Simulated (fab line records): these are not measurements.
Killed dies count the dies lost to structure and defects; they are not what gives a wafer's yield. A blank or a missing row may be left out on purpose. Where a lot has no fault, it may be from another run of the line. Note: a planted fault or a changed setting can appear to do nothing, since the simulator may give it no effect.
The tool behind it: which one? | flow n5_finfet | Sampling: 11 lots, 32 wafers, 4 of 1938 route steps

== WHAT EACH GAUGE READ, for each wafer ==
N5_WELL_APT_OVL_MEAS_09. Usual: NWELL_OVL gives -2 nm (standard deviation 5.1).
lot  | measured    | on         | NWELL_OVL (nm) | flag
L877 | day 1 13:43 | overlay-01 | -1 -3 -7       |
L878 | day 1 19:56 | overlay-02 | 5 1 8          |
L881 | day 2 13:53 | overlay-02 | -2 -5 -5       |
L882 | day 2 19:45 | overlay-01 | -3 -5 -12      |
L883 | day 3 01:37 | overlay-01 | 7 -5 -3        |
L884 | day 3 07:52 | overlay-01 | 1 -2 -3        |
L890 | day 4 19:45 | overlay-02 | -9 -3 -3       |
L892 | day 5 08:14 | overlay-01 | -7 -10 -3      |
L895 | day 6 01:43 | overlay-01 | -3 5 2         |
L898 | day 6 20:05 | overlay-02 | -2 -9 -5       |
L899 | day 7 02:14 | overlay-01 | -3 -4          |

N5_PMOS_HMC_CHANNEL_EPI_CD_MEAS_09: target cd 237.4 nm. Usual: cd_nm 238.2 nm, standard deviation 1.3.
lot  | measured    | on        | cd_nm (nm)        | flag
L877 | day 1 17:34 | cd_sem-01 | 238.0 237.1 236.9 |
L878 | day 2 05:30 | cd_sem-03 | 236.2 238.1 237.5 |
L881 | day 2 18:44 | cd_sem-01 | 238.5 238.1 238.9 |
L882 | day 2 23:35 | cd_sem-03 | 237.0 235.6 234.5 |
L883 | day 3 05:38 | cd_sem-03 | 235.8 238.5 237.7 |
L884 | day 3 11:21 | cd_sem-01 | 238.3 238.7 240.7 |
L890 | day 4 23:31 | cd_sem-01 | 244.7 244.7 244.9 | OFF
L892 | day 5 12:02 | cd_sem-01 | 244.6 242.7 244.7 | OFF
L895 | day 6 05:10 | cd_sem-01 | 239.7 240.9 238.7 |
L898 | day 6 23:50 | cd_sem-02 | 237.3 236.8 237.3 |
L899 | day 7 06:18 | cd_sem-02 | 237.0 236.9       |

== WHAT TOOL EACH LOT RAN ON (gives the tool, then ch and the chambers of the sampled wafers, and finally the start) ==
lot  | N5_WELL_APT_DESCUM_13             | N5_PMOS_HMC_CHANNEL_EPI_PEB_07
L877 | rie_diel-01 ch 1,2, day 1 14:22   | litho_track-04 ch 0, day 1 17:30
L878 | rie_diel-01 ch 0,2,3, day 1 22:05 | litho_track-04 ch 0, day 2 05:26
L881 | rie_diel-01 ch 1,2,3, day 2 14:28 | litho_track-02 ch 0, day 2 18:40
L882 | rie_diel-03 ch 0,2, day 2 19:59   | litho_track-04 ch 0, day 2 23:31
L883 | rie_diel-06 ch 0,1,2, day 3 01:40 | litho_track-04 ch 0, day 3 05:34
L884 | rie_diel-06 ch 0,1, day 3 08:02   | litho_track-02 ch 0, day 3 11:17
L890 | rie_diel-06 ch 0,2,3, day 4 20:05 | litho_track-02 ch 0, day 4 23:26
L892 | rie_diel-01 ch 2,3, day 5 08:37   | litho_track-02 ch 0, day 5 11:58
L895 | rie_diel-03 ch 0,2, day 6 01:46   | litho_track-05 ch 0, day 6 05:06
L898 | rie_diel-03 ch 1,2,3, day 6 20:08 | litho_track-04 ch 0, day 6 23:46
L899 | rie_diel-06 ch 0,2, day 7 02:17   | litho_track-04 ch 0, day 7 06:14
- N5_WELL_APT_DESCUM_13: chemistry O2, time 7.9 s.
- N5_PMOS_HMC_CHANNEL_EPI_PEB_07: peb time 60 s.

== AS READ BY THE TOOLS THEMSELVES (means over the sampled wafers that have a number; for cases with no such wafer, the mark the record gives instead) ==
N5_WELL_APT_DESCUM_13. Usual: drypump_motor_current_A 5.9 A, standard deviation 0.43; oes_product_au 0.79 a.u., standard deviation 0.07; rf_vpp_V 243.5 V, standard deviation 1.2; showerhead_plenum_p_Torr 2.11 Torr, standard deviation 0.061; throttle_valve_pct 20.5 %, standard deviation 0.31.
lot  | tool        | drypump_motor_current_A (A) | oes_product_au (a.u.) | rf_vpp_V (V) | showerhead_plenum_p_Torr (Torr) | throttle_valve_pct (%) | flag
L877 | rie_diel-01 | 6.1                         | 0.72                  | 243.5        | 2.11                            | 20.7                   |
L878 | rie_diel-01 | 6.2                         | 0.76                  | 243.9        | 2.16                            | 20.8                   |
L881 | rie_diel-01 | 6.1                         | 0.74                  | 242.5        | 2.09                            | 20.7                   |
L882 | rie_diel-03 | 5.9                         | 0.76                  | 243.3        | 2.12                            | 20.6                   |
L883 | rie_diel-06 | 5.9                         | 0.79                  | 243.5        | 2.14                            | 20.3                   |
L884 | rie_diel-06 | 6.2                         | 0.77                  | 243.7        | 2.16                            | 20.4                   |
L890 | rie_diel-06 | 5.5                         | 0.84                  | 243.7        | 2.15                            | 20.4                   |
L892 | rie_diel-01 | 6.2                         | 0.90                  | 243.8        | 2.13                            | 20.6                   |
L895 | rie_diel-03 | 5.9                         | 0.74                  | 242.6        | 2.11                            | 20.7                   |
L898 | rie_diel-03 | 5.7                         | 0.82                  | 243.8        | 2.07                            | 20.2                   |
L899 | rie_diel-06 | 5.6                         | 0.78                  | 243.0        | 2.14                            | 20.4                   |

N5_PMOS_HMC_CHANNEL_EPI_PEB_07. Usual: plate_temp_C 110.03 C, standard deviation 0.15.
lot  | tool           | plate_temp_C (C) | flag
L877 | litho_track-04 | 110.06           |
L878 | litho_track-04 | 110.02           |
L881 | litho_track-02 | 110.04           |
L882 | litho_track-04 | 110.23           |
L883 | litho_track-04 | 109.91           |
L884 | litho_track-02 | 110.06           |
L890 | litho_track-02 | 109.97           |
L892 | litho_track-02 | 110.08           |
L895 | litho_track-05 | 109.94           |
L898 | litho_track-04 | 110.11           |
L899 | litho_track-04 | 110.04           |

== THE ANSWER, worked out from the rows above alone ==
Rule: take the mean of a lot's wafers that have a number; if it is more than 3 standard deviations from the usual mean, the lot is off. A lot without any number at a reading at which 4 lots or more have one is off too. Where the step has rows for the other lots, those lots are counted as sound. The gauges are gone through in route order, then the tools' own readings, and for those a lot's mean is taken as printed above. At the first step where some lot is off, the reading lying furthest off is the one used; lots without a number count as furthest.
Off at N5_PMOS_HMC_CHANNEL_EPI_CD_MEAS_09 (cd_nm): L890, L892.
A tool fits if, at a process step before that reading, it ran every lot that is off, and no sound lot after the first of them. The gauges at N5_PMOS_HMC_CHANNEL_EPI_CD_MEAS_09 are tried like those tools. One fits: litho_track-02 at N5_PMOS_HMC_CHANNEL_EPI_PEB_07. Its last sound lot is L884 (day 3 11:17), its first lot that is off L890 (day 4 23:26): a fault that began between those two fits.

== WHAT HAD BEEN PUT IN BY THE SIMULATOR ==
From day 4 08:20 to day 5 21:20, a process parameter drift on litho_track-02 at N5_PMOS_HMC_CHANNEL_EPI_PEB_07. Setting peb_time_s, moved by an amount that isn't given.
Lots struck among those shown: L890, L892. This agrees with what the rule above found.
